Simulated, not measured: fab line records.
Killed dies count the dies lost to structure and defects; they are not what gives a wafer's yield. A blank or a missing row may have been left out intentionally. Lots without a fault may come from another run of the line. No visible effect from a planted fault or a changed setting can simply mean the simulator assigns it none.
fab line records / flow nand_harc
record lots=7 wafers=18 last_day=24
route steps=1159 shown A_WL_FILL@813 END@1159
lots that met no fault: taken from a fault-free run of the same line
start_h: start of the lot's first displayed wafer, in hours after the record's first day / wait_h: hours since the lot's step before / " the same as in the row above / L1.1+2: a row that stands for several wafers / - value missing, or start not given / * or withheld: withheld / < > ~ a bound
route shown NAME@n: a module of which the file shows steps, and the number in the route of the first / usual: the fault-free wafers' mean and standard deviation / same: alike in all rows / chamber/n: place in a boat / sites: each site's reading / _std_site: standard deviation across them / _edge_site: inner sites' mean taken away from outer sites' mean / radius_mm: for every site, how far away it sits from the centre of the wafer / mask NAME#n: copy n / behind: the most recent tool/chamber to have shaped the wafer / hold: cause of the lot's hold/its duration in hours/its outcome / device: the n, p or np transistor that did not switch / end of line: tests of these same wafers at the route's end / step lacking rows: just its recipe / killed: dies lost to structure and defects at the first sort, not the wafer's yield / map: a wafer's dies, marking killed ones x, the rest . and places with no die _
set.NAME: the setting as run; set.NAME@STEP: as run at that earlier step / model.NAME: the simulator's own value behind a step, which no gauge read
lots at some steps of the route; a table a step, a row a wafer
services: a tool's chamber out of use, with start hour (start_h, from the record's first day; less than 0 if before it), hours out, and reason
## steps
# step NHARC_A_WL_FILL_CVD_03
# recipe target_thk_a=400 temp_c=300 pressure_torr=40 wf6_flow_sccm=40 h2_flow_sccm=1600 ar_flow_sccm=1560 time_s=3302 material=W
# usual heater_power_w=471/27 throttle_valve_pct=8.2/0.38
lot.wafer=L312.3 tool=cvd_w-02 chamber=0 start_h=332.24 wait_h=2.2 heater_power_w=437 throttle_valve_pct=8.7
lot.wafer=L312.4 tool=cvd_w-02 chamber=1 start_h=332.24 wait_h=2.2 heater_power_w=504 throttle_valve_pct=8.2
lot.wafer=L312.5 tool=cvd_w-02 chamber=1 start_h=332.24 wait_h=2.2 heater_power_w=481 throttle_valve_pct=8.1
lot.wafer=L315.2 tool=cvd_w-01 chamber=1 start_h=362.01 wait_h=0.1 heater_power_w=464 throttle_valve_pct=8.2
lot.wafer=L315.4 tool=cvd_w-01 chamber=0 start_h=363.43 wait_h=1.5 heater_power_w=490 throttle_valve_pct=7.7
lot.wafer=L315.6 tool=cvd_w-01 chamber=1 start_h=363.43 wait_h=1.5 heater_power_w=450 throttle_valve_pct=8.1
lot.wafer=L316.2 tool=cvd_w-01 chamber=1 start_h=364.85 wait_h=2.6 heater_power_w=454 throttle_valve_pct=8.2
lot.wafer=L316.3 tool=cvd_w-01 chamber=1 start_h=364.85 wait_h=2.6 heater_power_w=458 throttle_valve_pct=8.2
lot.wafer=L316.6 tool=cvd_w-01 chamber=0 start_h=367.22 wait_h=4.9 heater_power_w=489 throttle_valve_pct=7.8
lot.wafer=L326.1 tool=cvd_w-01 chamber=1 start_h=434.24 wait_h=0.1 heater_power_w=460 throttle_valve_pct=8.2
lot.wafer=L326.5 tool=cvd_w-01 chamber=0 start_h=436.54 wait_h=2.4 heater_power_w=496 throttle_valve_pct=7.8
lot.wafer=L328.1 tool=cvd_w-01 chamber=1 start_h=437.48 wait_h=3.1 heater_power_w=464 throttle_valve_pct=8.6
lot.wafer=L328.4 tool=cvd_w-01 chamber=0 start_h=437.48 wait_h=3.1 heater_power_w=491 throttle_valve_pct=7.9
lot.wafer=L333.4 tool=cvd_w-02 chamber=0 start_h=465.72 wait_h=1.0 heater_power_w=444 throttle_valve_pct=8.5
lot.wafer=L333.3 tool=cvd_w-02 chamber=1 start_h=465.72 wait_h=1.0 heater_power_w=509 throttle_valve_pct=8.3
lot.wafer=L333.6 tool=cvd_w-02 chamber=1 start_h=465.72 wait_h=1.0 heater_power_w=512 throttle_valve_pct=8.3
lot.wafer=L331.2 tool=cvd_w-02 chamber=1 start_h=468.07 wait_h=3.0 heater_power_w=506 throttle_valve_pct=8.3
lot.wafer=L331.5 tool=cvd_w-02 chamber=0 start_h=469.49 wait_h=4.4 heater_power_w=427 throttle_valve_pct=8.6
# step NHARC_A_WL_FILL_ETCHBACK_04
# recipe target_depth_a=600 time_s=120 chemistry=NF3
# step NHARC_A_WL_FILL_ETCHBACK_05
# recipe target_depth_a=220 time_s=60 temp_c=40 chemistry=Cl2/BCl3
# usual drypump_motor_current_A=5.77/0.29 oes_product_au=1.002/0.012 run_length_s=81.1/0.43 temp_c=40.00/0.12
lot.wafer=L312.3 tool=rie_metal-02 chamber=1 start_h=334.91 wait_h=0.1 drypump_motor_current_A=5.82 oes_product_au=0.994 rf_hours_counter_h=- run_length_s=81.2 temp_c=39.98
lot.wafer=L312.4 tool=rie_metal-02 chamber=0 start_h=334.91 wait_h=0.1 drypump_motor_current_A=5.64 oes_product_au=0.994 rf_hours_counter_h=- run_length_s=81.8 temp_c=40.10
lot.wafer=L312.5 tool=rie_metal-02 chamber=0 start_h=334.91 wait_h=0.1 drypump_motor_current_A=5.64 oes_product_au=0.986 rf_hours_counter_h=- run_length_s=81.7 temp_c=40.11
lot.wafer=L315.2 tool=rie_metal-03 chamber=0 start_h=365.58 wait_h=0.2 drypump_motor_current_A=6.12 oes_product_au=0.995 rf_hours_counter_h=0.6 run_length_s=80.3 temp_c=39.96
lot.wafer=L315.4 tool=rie_metal-03 chamber=0 start_h=365.58 wait_h=0.2 drypump_motor_current_A=6.12 oes_product_au=0.991 rf_hours_counter_h=- run_length_s=80.6 temp_c=39.80
lot.wafer=L315.6 tool=rie_metal-03 chamber=0 start_h=365.58 wait_h=0.2 drypump_motor_current_A=6.11 oes_product_au=1.007 rf_hours_counter_h=- run_length_s=80.7 temp_c=40.00
lot.wafer=L316.2 tool=rie_metal-03 chamber=0 start_h=368.41 wait_h=0.2 drypump_motor_current_A=6.08 oes_product_au=0.999 rf_hours_counter_h=0.9 run_length_s=80.9 temp_c=39.87
lot.wafer=L316.3 tool=rie_metal-03 chamber=1 start_h=368.41 wait_h=0.2 drypump_motor_current_A=5.81 oes_product_au=1.013 rf_hours_counter_h=- run_length_s=80.8 temp_c=40.10
lot.wafer=L316.6 tool=rie_metal-03 chamber=0 start_h=368.41 wait_h=0.2 drypump_motor_current_A=6.11 oes_product_au=0.996 rf_hours_counter_h=- run_length_s=80.4 temp_c=39.86
lot.wafer=L326.1 tool=rie_metal-02 chamber=0 start_h=437.74 wait_h=0.2 drypump_motor_current_A=5.65 oes_product_au=0.988 rf_hours_counter_h=1.0 run_length_s=82.1 temp_c=40.23
lot.wafer=L326.5 tool=rie_metal-02 chamber=1 start_h=437.74 wait_h=0.2 drypump_motor_current_A=5.81 oes_product_au=0.993 rf_hours_counter_h=- run_length_s=81.3 temp_c=40.02
lot.wafer=L328.1 tool=rie_metal-03 chamber=0 start_h=440.56 wait_h=0.2 drypump_motor_current_A=6.13 oes_product_au=0.992 rf_hours_counter_h=2.9 run_length_s=81.1 temp_c=40.11
lot.wafer=L328.4 tool=rie_metal-03 chamber=0 start_h=440.56 wait_h=0.2 drypump_motor_current_A=6.09 oes_product_au=0.991 rf_hours_counter_h=- run_length_s=80.5 temp_c=40.15
lot.wafer=L333.4 tool=rie_metal-02 chamber=1 start_h=468.34 wait_h=0.2 drypump_motor_current_A=5.81 oes_product_au=0.991 rf_hours_counter_h=- run_length_s=80.9 temp_c=40.08
lot.wafer=L333.3 tool=rie_metal-02 chamber=0 start_h=468.34 wait_h=0.2 drypump_motor_current_A=5.63 oes_product_au=0.985 rf_hours_counter_h=- run_length_s=81.7 temp_c=40.19
lot.wafer=L333.6 tool=rie_metal-02 chamber=0 start_h=468.34 wait_h=0.2 drypump_motor_current_A=5.62 oes_product_au=0.996 rf_hours_counter_h=- run_length_s=82.0 temp_c=40.20
lot.wafer=L331.2 tool=rie_metal-01 chamber=0 start_h=471.17 wait_h=0.2 drypump_motor_current_A=5.17 oes_product_au=0.997 rf_hours_counter_h=4.1 run_length_s=81.2 temp_c=39.96
lot.wafer=L331.5 tool=rie_metal-01 chamber=1 start_h=471.17 wait_h=0.2 drypump_motor_current_A=6.09 oes_product_au=1.012 rf_hours_counter_h=- run_length_s=80.9 temp_c=39.95
# step NHARC_A_WL_FILL_STRIP_27
# recipe power_w=1500 temp_c=250 time_s=20 chemistry=N2/H2
# usual drypump_motor_current_A=5.7/0.58 heater_power_w=338/26 temp_c=249.97/0.19
lot.wafer=L312.4 tool=plasma_asher-01 chamber=0 start_h=335.07 wait_h=0.1 drypump_motor_current_A=5.5 heater_power_w=303 rf_hours_counter_h=- temp_c=249.84
lot.wafer=L312.3 tool=plasma_asher-01 chamber=1 start_h=335.07 wait_h=0.1 drypump_motor_current_A=5.3 heater_power_w=384 rf_hours_counter_h=- temp_c=249.82
lot.wafer=L312.5 tool=plasma_asher-01 chamber=0 start_h=335.07 wait_h=0.1 drypump_motor_current_A=5.5 heater_power_w=306 rf_hours_counter_h=- temp_c=250.01
lot.wafer=L315.2 tool=plasma_asher-01 chamber=1 start_h=368.20 wait_h=2.6 drypump_motor_current_A=5.3 heater_power_w=369 rf_hours_counter_h=29 temp_c=249.97
lot.wafer=L315.4 tool=plasma_asher-01 chamber=0 start_h=368.20 wait_h=2.6 drypump_motor_current_A=5.5 heater_power_w=309 rf_hours_counter_h=- temp_c=250.14
lot.wafer=L315.6 tool=plasma_asher-01 chamber=0 start_h=368.20 wait_h=2.6 drypump_motor_current_A=5.5 heater_power_w=305 rf_hours_counter_h=- temp_c=250.10
lot.wafer=L316.2 tool=plasma_asher-02 chamber=0 start_h=370.24 wait_h=1.8 drypump_motor_current_A=5.3 heater_power_w=332 rf_hours_counter_h=0 temp_c=249.71
lot.wafer=L316.3 tool=plasma_asher-02 chamber=1 start_h=370.24 wait_h=1.8 drypump_motor_current_A=6.7 heater_power_w=349 rf_hours_counter_h=- temp_c=249.81
lot.wafer=L316.6 tool=plasma_asher-02 chamber=1 start_h=370.24 wait_h=1.8 drypump_motor_current_A=6.7 heater_power_w=345 rf_hours_counter_h=- temp_c=249.82
lot.wafer=L326.1 tool=plasma_asher-02 chamber=0 start_h=437.88 wait_h=0.1 drypump_motor_current_A=5.4 heater_power_w=326 rf_hours_counter_h=26 temp_c=250.16
lot.wafer=L326.5 tool=plasma_asher-02 chamber=1 start_h=437.88 wait_h=0.1 drypump_motor_current_A=6.7 heater_power_w=346 rf_hours_counter_h=- temp_c=249.82
lot.wafer=L328.1 tool=plasma_asher-02 chamber=0 start_h=440.70 wait_h=0.1 drypump_motor_current_A=5.3 heater_power_w=343 rf_hours_counter_h=27 temp_c=249.57
lot.wafer=L328.4 tool=plasma_asher-02 chamber=1 start_h=440.70 wait_h=0.1 drypump_motor_current_A=6.7 heater_power_w=355 rf_hours_counter_h=- temp_c=250.01
lot.wafer=L333.4 tool=plasma_asher-01 chamber=1 start_h=468.50 wait_h=0.1 drypump_motor_current_A=5.4 heater_power_w=379 rf_hours_counter_h=- temp_c=249.93
lot.wafer=L333.3 tool=plasma_asher-01 chamber=0 start_h=468.50 wait_h=0.1 drypump_motor_current_A=5.5 heater_power_w=289 rf_hours_counter_h=- temp_c=250.14
lot.wafer=L333.6 tool=plasma_asher-01 chamber=0 start_h=468.50 wait_h=0.1 drypump_motor_current_A=5.5 heater_power_w=294 rf_hours_counter_h=- temp_c=249.94
lot.wafer=L331.2 tool=plasma_asher-01 chamber=1 start_h=471.32 wait_h=0.1 drypump_motor_current_A=5.3 heater_power_w=376 rf_hours_counter_h=2 temp_c=250.09
lot.wafer=L331.5 tool=plasma_asher-01 chamber=0 start_h=471.32 wait_h=0.1 drypump_motor_current_A=5.5 heater_power_w=297 rf_hours_counter_h=- temp_c=249.95
# step NHARC_A_WL_FILL_STRIP_28
# recipe time_s=1200 temp_c=72.5 chemistry=post_etch_residue_remover
# step NHARC_A_WL_FILL_PRECLEAN_06
# recipe time_s=300 chemistry=DIW
# step NHARC_A_WL_FILL_SRD_07
# step NHARC_A_WL_FILL_ANNEAL_08
# recipe temp_c=450 time_s=1800
# step NHARC_A_WL_FILL_ALD_10
# recipe target_thk_a=500 pulse_time_s=10 ald_cycles=500 temp_c=300 material=SiO2
# usual heater_power_w=447/51 precursor_pulse_height_rel=0.999/0.02
lot.wafer=L312.4 tool=ald_hk-04 chamber=2 start_h=338.59 wait_h=1.1 heater_power_w=400 precursor_pulse_height_rel=1.025
lot.wafer=L312.3 tool=ald_hk-04 chamber=3 start_h=338.59 wait_h=1.1 heater_power_w=473 precursor_pulse_height_rel=1.004
lot.wafer=L312.5 tool=ald_hk-04 chamber=0 start_h=338.59 wait_h=1.1 heater_power_w=436 precursor_pulse_height_rel=0.993
lot.wafer=L316.2 tool=ald_hk-03 chamber=0 start_h=374.55 wait_h=0.9 heater_power_w=453 precursor_pulse_height_rel=1.011
lot.wafer=L316.3 tool=ald_hk-03 chamber=2 start_h=375.56 wait_h=1.9 heater_power_w=491 precursor_pulse_height_rel=0.983
lot.wafer=L316.6 tool=ald_hk-03 chamber=0 start_h=376.58 wait_h=2.9 heater_power_w=460 precursor_pulse_height_rel=1.018
lot.wafer=L315.2 tool=ald_hk-04 chamber=2 start_h=375.05 wait_h=1.4 heater_power_w=432 precursor_pulse_height_rel=0.969
lot.wafer=L315.4 tool=ald_hk-04 chamber=3 start_h=375.05 wait_h=1.4 heater_power_w=464 precursor_pulse_height_rel=0.987
lot.wafer=L315.6 tool=ald_hk-04 chamber=1 start_h=376.63 wait_h=3.0 heater_power_w=386 precursor_pulse_height_rel=1.014
lot.wafer=L328.4 tool=ald_hk-01 chamber=3 start_h=443.07 wait_h=0.1 heater_power_w=369 precursor_pulse_height_rel=0.995
lot.wafer=L328.1 tool=ald_hk-01 chamber=1 start_h=444.09 wait_h=1.1 heater_power_w=437 precursor_pulse_height_rel=0.983
lot.wafer=L326.1 tool=ald_hk-03 chamber=0 start_h=446.44 wait_h=3.4 heater_power_w=449 precursor_pulse_height_rel=1.008
lot.wafer=L326.5 tool=ald_hk-03 chamber=2 start_h=447.48 wait_h=4.5 heater_power_w=496 precursor_pulse_height_rel=1.002
lot.wafer=L333.3 tool=ald_hk-03 chamber=3 start_h=473.69 wait_h=0.0 heater_power_w=362 precursor_pulse_height_rel=0.957
lot.wafer=L333.4 tool=ald_hk-03 chamber=1 start_h=474.71 wait_h=1.1 heater_power_w=507 precursor_pulse_height_rel=1.011
lot.wafer=L333.6 tool=ald_hk-03 chamber=3 start_h=475.72 wait_h=2.1 heater_power_w=370 precursor_pulse_height_rel=1.035
lot.wafer=L331.2 tool=ald_hk-01 chamber=2 start_h=474.21 wait_h=0.6 heater_power_w=424 precursor_pulse_height_rel=1.028
lot.wafer=L331.5 tool=ald_hk-01 chamber=2 start_h=476.25 wait_h=2.6 heater_power_w=408 precursor_pulse_height_rel=1.015
# step NHARC_A_WL_FILL_ETCHBACK_16
# recipe target_depth_a=880 time_s=17.6 c4f8_flow_sccm=withheld o2_flow_sccm=8 ar_flow_sccm=withheld rf_w=600 bias_w=800 chemistry=C4F8/O2/Ar
# usual oes_product_au=0.98/0.034 rf_vpp_V=722/4.3 run_length_s=38.9/0.39
lot.wafer=L312.4 tool=rie_diel-08 chamber=3 start_h=- wait_h=- oes_product_au=1.00 rf_hours_counter_h=1.8 rf_vpp_V=728 run_length_s=38.0
lot.wafer=L312.3 tool=rie_diel-08 chamber=1 start_h=- wait_h=- oes_product_au=1.01 rf_hours_counter_h=1.4 rf_vpp_V=721 run_length_s=38.5
lot.wafer=L312.5 tool=rie_diel-08 chamber=3 start_h=- wait_h=- oes_product_au=1.00 rf_hours_counter_h=- rf_vpp_V=729 run_length_s=38.2
lot.wafer=L316.2 tool=rie_diel-08 chamber=2 start_h=- wait_h=- oes_product_au=1.01 rf_hours_counter_h=4.1 rf_vpp_V=716 run_length_s=39.3
lot.wafer=L316.3 tool=rie_diel-08 chamber=0 start_h=- wait_h=- oes_product_au=0.98 rf_hours_counter_h=4.2 rf_vpp_V=726 run_length_s=38.6
lot.wafer=L316.6 tool=rie_diel-08 chamber=3 start_h=- wait_h=- oes_product_au=0.99 rf_hours_counter_h=- rf_vpp_V=729 run_length_s=37.9
lot.wafer=L315.4 tool=rie_diel-01 chamber=2 start_h=- wait_h=- oes_product_au=0.98 rf_hours_counter_h=1.2 rf_vpp_V=725 run_length_s=39.6
lot.wafer=L315.2 tool=rie_diel-01 chamber=3 start_h=- wait_h=- oes_product_au=0.99 rf_hours_counter_h=1.1 rf_vpp_V=717 run_length_s=39.1
lot.wafer=L315.6 tool=rie_diel-01 chamber=1 start_h=- wait_h=- oes_product_au=0.98 rf_hours_counter_h=- rf_vpp_V=719 run_length_s=38.9
lot.wafer=L328.1 tool=rie_diel-08 chamber=1 start_h=- wait_h=- oes_product_au=1.00 rf_hours_counter_h=7.6 rf_vpp_V=720 run_length_s=39.2
lot.wafer=L328.4 tool=rie_diel-08 chamber=0 start_h=- wait_h=- oes_product_au=0.99 rf_hours_counter_h=8.1 rf_vpp_V=726 run_length_s=38.7
lot.wafer=L326.1 tool=rie_diel-03 chamber=0 start_h=- wait_h=- oes_product_au=1.02 rf_hours_counter_h=2.1 rf_vpp_V=719 run_length_s=39.0
lot.wafer=L326.5 tool=rie_diel-03 chamber=0 start_h=- wait_h=- oes_product_au=1.02 rf_hours_counter_h=- rf_vpp_V=721 run_length_s=38.8
lot.wafer=L333.3 tool=rie_diel-03 chamber=3 start_h=- wait_h=- oes_product_au=0.93 rf_hours_counter_h=2.9 rf_vpp_V=725 run_length_s=38.7
lot.wafer=L333.4 tool=rie_diel-03 chamber=1 start_h=- wait_h=- oes_product_au=0.93 rf_hours_counter_h=2.8 rf_vpp_V=726 run_length_s=39.9
lot.wafer=L333.6 tool=rie_diel-03 chamber=0 start_h=- wait_h=- oes_product_au=0.93 rf_hours_counter_h=- rf_vpp_V=720 run_length_s=39.3
lot.wafer=L331.2 tool=rie_diel-01 chamber=3 start_h=- wait_h=- oes_product_au=0.93 rf_hours_counter_h=4.0 rf_vpp_V=718 run_length_s=38.8
lot.wafer=L331.5 tool=rie_diel-01 chamber=3 start_h=- wait_h=- oes_product_au=0.93 rf_hours_counter_h=- rf_vpp_V=718 run_length_s=39.4
# step NHARC_A_WL_FILL_STRIP_29
# recipe time_s=20 o2_flow_sccm=500 ar_flow_sccm=0 bias_w=0 chemistry=O2
# step NHARC_A_WL_FILL_ETCHBACK_17
# recipe target_depth_a=40 time_s=26.7 chemistry=Cl2/BCl3
# usual drypump_motor_current_A=5.8/0.31 oes_product_au=1.001/0.011 run_length_s=47.8/0.45
lot.wafer=L312.4 tool=rie_metal-02 chamber=0 start_h=342.44 wait_h=- drypump_motor_current_A=5.6 oes_product_au=0.990 rf_hours_counter_h=- run_length_s=48.5
lot.wafer=L312.3 tool=rie_metal-02 chamber=1 start_h=342.44 wait_h=- drypump_motor_current_A=5.8 oes_product_au=0.982 rf_hours_counter_h=- run_length_s=48.0
lot.wafer=L312.5 tool=rie_metal-02 chamber=1 start_h=342.44 wait_h=- drypump_motor_current_A=5.8 oes_product_au=0.999 rf_hours_counter_h=- run_length_s=48.1
lot.wafer=L316.2 tool=rie_metal-03 chamber=1 start_h=378.82 wait_h=- drypump_motor_current_A=5.8 oes_product_au=1.005 rf_hours_counter_h=4.1 run_length_s=48.1
lot.wafer=L316.3 tool=rie_metal-03 chamber=0 start_h=378.82 wait_h=- drypump_motor_current_A=6.1 oes_product_au=0.992 rf_hours_counter_h=- run_length_s=47.9
lot.wafer=L316.6 tool=rie_metal-03 chamber=1 start_h=378.82 wait_h=- drypump_motor_current_A=5.8 oes_product_au=1.007 rf_hours_counter_h=- run_length_s=48.1
lot.wafer=L315.2 tool=rie_metal-01 chamber=1 start_h=378.91 wait_h=- drypump_motor_current_A=6.1 oes_product_au=1.013 rf_hours_counter_h=1.5 run_length_s=47.2
lot.wafer=L315.4 tool=rie_metal-01 chamber=0 start_h=378.91 wait_h=- drypump_motor_current_A=5.2 oes_product_au=1.014 rf_hours_counter_h=- run_length_s=47.7
lot.wafer=L315.6 tool=rie_metal-01 chamber=1 start_h=378.91 wait_h=- drypump_motor_current_A=6.1 oes_product_au=1.020 rf_hours_counter_h=- run_length_s=47.3
lot.wafer=L328.1 tool=rie_metal-03 chamber=0 start_h=447.91 wait_h=- drypump_motor_current_A=6.1 oes_product_au=0.990 rf_hours_counter_h=3.2 run_length_s=44.6
lot.wafer=L328.4 tool=rie_metal-03 chamber=0 start_h=447.91 wait_h=- drypump_motor_current_A=6.1 oes_product_au=1.004 rf_hours_counter_h=- run_length_s=47.2
lot.wafer=L326.1 tool=rie_metal-03 chamber=1 start_h=449.74 wait_h=- drypump_motor_current_A=5.8 oes_product_au=1.006 rf_hours_counter_h=6.2 run_length_s=44.9
lot.wafer=L326.5 tool=rie_metal-03 chamber=0 start_h=449.74 wait_h=- drypump_motor_current_A=6.1 oes_product_au=0.994 rf_hours_counter_h=- run_length_s=47.4
lot.wafer=L333.3 tool=rie_metal-01 chamber=1 start_h=478.50 wait_h=- drypump_motor_current_A=6.0 oes_product_au=1.002 rf_hours_counter_h=- run_length_s=47.1
lot.wafer=L333.4 tool=rie_metal-01 chamber=0 start_h=478.50 wait_h=- drypump_motor_current_A=5.2 oes_product_au=1.015 rf_hours_counter_h=- run_length_s=47.8
lot.wafer=L333.6 tool=rie_metal-01 chamber=0 start_h=478.50 wait_h=- drypump_motor_current_A=5.2 oes_product_au=1.014 rf_hours_counter_h=- run_length_s=48.3
lot.wafer=L331.2 tool=rie_metal-03 chamber=0 start_h=478.51 wait_h=- drypump_motor_current_A=6.1 oes_product_au=1.001 rf_hours_counter_h=0.4 run_length_s=44.8
lot.wafer=L331.5 tool=rie_metal-03 chamber=0 start_h=478.51 wait_h=- drypump_motor_current_A=6.1 oes_product_au=0.998 rf_hours_counter_h=- run_length_s=47.6
# step NHARC_A_WL_FILL_PRECLEAN_18
# recipe time_s=30 chemistry=dHF
# step NHARC_END_SORT_01
# recipe temp_c=25
# usual killed_at_array=27/11 killed_at_other=0.6/0.89 killed_at_periphery=3.0/2.4 killed_dies=31/12 killed_open=3.2/1.6 killed_short=2.0/1.5
# same gross_dies=677
lot.wafer=L316.2 tool=prober-02 chamber=0 start_h=473.38 wait_h=2.8 killed_at_array=14 killed_at_other=0 killed_at_periphery=6 killed_dies=20 killed_open=2 killed_short=2
lot.wafer=L316.3 tool=prober-02 chamber=0 start_h=474.18 wait_h=3.1 killed_at_array=16 killed_at_other=0 killed_at_periphery=2 killed_dies=18 killed_open=7 killed_short=3
lot.wafer=L316.6 tool=prober-02 chamber=0 start_h=476.59 wait_h=4.0 killed_at_array=17 killed_at_other=0 killed_at_periphery=4 killed_dies=21 killed_open=6 killed_short=3
lot.wafer=L315.2 tool=prober-01 chamber=0 start_h=480.82 wait_h=2.8 killed_at_array=14 killed_at_other=0 killed_at_periphery=2 killed_dies=16 killed_open=5 killed_short=1
lot.wafer=L315.4 tool=prober-01 chamber=0 start_h=482.42 wait_h=3.4 killed_at_array=21 killed_at_other=0 killed_at_periphery=3 killed_dies=24 killed_open=3 killed_short=4
lot.wafer=L315.6 tool=prober-01 chamber=0 start_h=484.03 wait_h=4.0 killed_at_array=16 killed_at_other=0 killed_at_periphery=2 killed_dies=18 killed_open=4 killed_short=1
lot.wafer=L328.1 tool=prober-01 chamber=0 start_h=534.47 wait_h=2.5 killed_at_array=30 killed_at_other=4 killed_at_periphery=9 killed_dies=43 killed_open=2 killed_short=0
lot.wafer=L328.4 tool=prober-01 chamber=0 start_h=536.89 wait_h=3.4 killed_at_array=28 killed_at_other=4 killed_at_periphery=7 killed_dies=39 killed_open=6 killed_short=0
lot.wafer=L331.2 tool=prober-01 chamber=0 start_h=564.31 wait_h=2.8 killed_at_array=41 killed_at_other=1 killed_at_periphery=6 killed_dies=48 killed_open=3 killed_short=5
lot.wafer=L331.5 tool=prober-01 chamber=0 start_h=566.71 wait_h=3.7 killed_at_array=33 killed_at_other=0 killed_at_periphery=9 killed_dies=42 killed_open=4 killed_short=4
# killed by level:class
L316.2 A_CHANNEL_HOLE_D1:chamber_film_flake=7 A_CONTACT:chamber_film_flake=4 P_GATE:chamber_film_flake=2 P_GATE:geometric_particle:open=1 P_M0:geometric_particle:open=1 A_CHANNEL_FILL_D1:geometric_particle:short=1 A_M0:geometric_particle:short=1 P_ZERO_WELL:chamber_film_flake=1
L316.3 A_CHANNEL_HOLE_D1:chamber_film_flake=4 A_CONTACT:chamber_film_flake=3 A_CONTACT:geometric_particle:open=2 P_CONTACT:geometric_particle:open=1 P_M2:geometric_particle:short=1 A_ONON_D1:geometric_particle:open=1 A_CHANNEL_HOLE_D1:geometric_particle:short=1 A_CHANNEL_HOLE_D1:geometric_particle:open=1
L316.6 A_CHANNEL_HOLE_D1:chamber_film_flake=6 A_CONTACT:chamber_film_flake=3 A_M1:geometric_particle:open=2 P_ZERO_WELL:chamber_film_flake=2 P_GATE:geometric_particle:open=1 P_CONTACT:geometric_particle:open=1 A_ONON_D1:geometric_particle:short=1 A_CHANNEL_FILL_D1:geometric_particle:short=1
L315.2 A_CONTACT:chamber_film_flake=3 A_CONTACT:geometric_particle:open=2 A_CHANNEL_HOLE_D1:chamber_film_flake=2 A_STAIRCASE:chamber_film_flake=2 P_M1:geometric_particle:open=1 A_SGD_CUT:geometric_particle:open=1 A_SGD_CUT:geometric_particle:short=1 A_M0:geometric_particle:open=1
L315.4 A_STAIRCASE:chamber_film_flake=7 A_CHANNEL_HOLE_D1:chamber_film_flake=5 A_CONTACT:geometric_particle:open=3 A_CONTACT:chamber_film_flake=2 P_M0:geometric_particle:short=1 A_CHANNEL_HOLE_D1:geometric_particle:short=1 A_WL_FILL:geometric_particle:short=1 A_CONTACT:geometric_particle:short=1
L315.6 A_CONTACT:chamber_film_flake=5 A_CHANNEL_HOLE_D1:chamber_film_flake=3 A_STAIRCASE:chamber_film_flake=3 A_CONTACT:geometric_particle:open=2 A_WL_FILL:chamber_film_flake=2 P_CONTACT:geometric_particle:open=1 P_M0:geometric_particle:open=1 A_WL_FILL:geometric_particle:short=1
L328.1 A_CHANNEL_HOLE_D1:chamber_film_flake=10 A_SLIT:chamber_film_flake=9 P_M2:chamber_film_flake=5 A_STAIRCASE:chamber_film_flake=5 A_CONTACT:chamber_film_flake=4 THIN_TSV:chamber_film_flake=4 A_CONTACT:geometric_particle:open=2 P_GATE:chamber_film_flake=2
L328.4 A_SLIT:chamber_film_flake=11 P_M2:chamber_film_flake=5 A_CHANNEL_HOLE_D1:chamber_film_flake=4 A_STAIRCASE:chamber_film_flake=4 THIN_TSV:chamber_film_flake=4 A_CHANNEL_FILL_D1:chamber_film_flake=3 A_WL_FILL:geometric_particle:open=2 P_CONTACT:geometric_particle:open=1
L331.2 A_SLIT:chamber_film_flake=17 A_CHANNEL_HOLE_D1:chamber_film_flake=9 P_CONTACT:chamber_film_flake=4 A_STAIRCASE:chamber_film_flake=3 A_CONTACT:chamber_film_flake=3 A_CHANNEL_FILL_D1:geometric_particle:short=2 A_WL_FILL:geometric_particle:short=2 P_CONTACT:geometric_particle:open=1
L331.5 A_SLIT:chamber_film_flake=10 A_CHANNEL_HOLE_D1:chamber_film_flake=9 A_STAIRCASE:chamber_film_flake=6 P_CONTACT:chamber_film_flake=5 P_GATE:geometric_particle:open=2 P_ZERO_WELL:geometric_particle:short=1 A_ONON_D1:geometric_particle:short=1 A_CHANNEL_FILL_D1:geometric_particle:short=1
## services
tool=ald_hk-01 chamber=- start_h=310.80 hours=1.5 kind=repair
tool=rie_diel-03 chamber=2 start_h=313.11 hours=21.0 kind=repair
tool=rie_diel-01 chamber=- start_h=314.80 hours=9.0 kind=pm
tool=rie_diel-08 chamber=1 start_h=326.38 hours=1.2 kind=repair
tool=rie_diel-03 chamber=0 start_h=326.91 hours=2.7 kind=repair
tool=rie_metal-01 chamber=- start_h=332.00 hours=9.0 kind=pm
tool=rie_metal-02 chamber=0 start_h=357.85 hours=21.3 kind=repair
tool=plasma_asher-02 chamber=- start_h=358.23 hours=0.5 kind=repair
tool=plasma_asher-02 chamber=- start_h=361.22 hours=9.0 kind=pm
tool=ald_hk-04 chamber=- start_h=364.00 hours=10.0 kind=pm
tool=rie_diel-08 chamber=2 start_h=368.65 hours=6.7 kind=repair
tool=cvd_w-02 chamber=- start_h=380.09 hours=13.0 kind=pm
tool=plasma_asher-01 chamber=- start_h=383.85 hours=9.2 kind=repair
tool=rie_metal-02 chamber=- start_h=388.00 hours=9.0 kind=pm
tool=rie_diel-08 chamber=0 start_h=389.31 hours=4.1 kind=repair
tool=rie_diel-03 chamber=- start_h=392.30 hours=9.0 kind=pm
tool=rie_diel-03 chamber=- start_h=426.01 hours=1.8 kind=repair
tool=ald_hk-04 chamber=- start_h=439.23 hours=0.6 kind=repair
tool=plasma_asher-01 chamber=- start_h=447.83 hours=5.3 kind=repair
tool=cvd_w-01 chamber=0 start_h=452.57 hours=15.3 kind=repair
tool=rie_metal-03 chamber=- start_h=453.00 hours=9.0 kind=pm
tool=plasma_asher-01 chamber=- start_h=454.03 hours=9.0 kind=pm
tool=plasma_asher-01 chamber=- start_h=477.53 hours=21.4 kind=repair
tool=plasma_asher-02 chamber=- start_h=478.56 hours=0.7 kind=repair
## key
first_sign step=NHARC_A_WL_FILL_ETCHBACK_17 reading=run_length_s direction=down sigmas=6.8 usual=* struck=*
effect none on later readings
met_at NHARC_A_WL_FILL_ETCHBACK_17
struck_wafers L326.1,L328.1,L331.2
tester_left_out L326,L328,L331
onset_between 378.82 447.91
fault kind=process_parameter_drift tool=rie_metal-03 chamber=- onset_h=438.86 steps=NHARC_A_WL_FILL_ETCHBACK_17 channel=time_s offset=* shape=step end_h=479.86 scope=struck_wafers_only acts_in=* stated=*
# tester_left_out: of these lots the tester's yield and bins aren't shown, on N5 and GAA mostly nor the transistor test; their killed dies are dies lost to structure and defects alone, not to doping, threshold or leakage, so they don't give the yield
